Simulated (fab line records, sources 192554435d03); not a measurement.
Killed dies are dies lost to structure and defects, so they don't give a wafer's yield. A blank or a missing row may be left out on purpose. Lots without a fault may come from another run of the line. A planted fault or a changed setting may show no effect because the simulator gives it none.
Chamber matching | flow n5_finfet | N5_SD_EPI_P_ETCH_16 on rie_diel-01: 4 sister chambers
The step etches SiO2 in CHF3/O2, target depth 5 nm. 8 wafers are shown with their chamber, then 8 later ones without.

WAFERS WITH THEIR CHAMBER
wafer  | chamber | showerhead_plenum_p_Torr (Torr) | throttle_valve_pct (%)
L076.5 | 1       | 2.38                            | 18.73
L077.2 | 0       | 2.45                            | 19.11
L081.1 | 1       | 2.38                            | 18.72
L081.5 | 2       | 2.41                            | 18.68
L087.2 | 3       | 2.52                            | 18.75
L087.5 | 3       | 2.52                            | 18.77
L087.6 | 0       | 2.44                            | 19.13
L090.2 | 2       | 2.41                            | 18.70

WAFERS WITHOUT THEIR CHAMBER
wafer  | showerhead_plenum_p_Torr (Torr) | throttle_valve_pct (%)
L090.4 | 2.37                            | 18.77
L090.6 | 2.52                            | 18.76
L092.2 | 2.41                            | 18.71
L092.4 | 2.52                            | 18.77
L092.6 | 2.37                            | 18.77
L096.1 | 2.52                            | 18.77
L096.2 | 2.37                            | 18.78
L096.3 | 2.43                            | 19.16

WHICH CHAMBER EACH WENT THROUGH
wafer  | from the rows above | in truth
L090.4 | 1                   | 1
L090.6 | 3                   | 3
L092.2 | 2                   | 2
L092.4 | 3                   | 3
L092.6 | 1                   | 1
L096.1 | 3                   | 3
L096.2 | 1                   | 1
L096.3 | 0                   | 0
Placed correctly: 8 of 8. Can't be placed from these rows: 0. Placed wrongly: 0.
How it was worked out, from the rows above alone: a wafer's distance from a chamber is the root of the sum, over the readings, of the square of ((its reading less the chamber's mean) divided by the reading's scatter). The wafer belongs to the nearest chamber; if the next one is less than 2 further off, it can't be placed. A chamber's mean is the mean of its shown wafers. The scatter: the root of (the sum of the squares of (reading less its chamber's mean) over the shown wafers, divided by (wafers less chambers)).
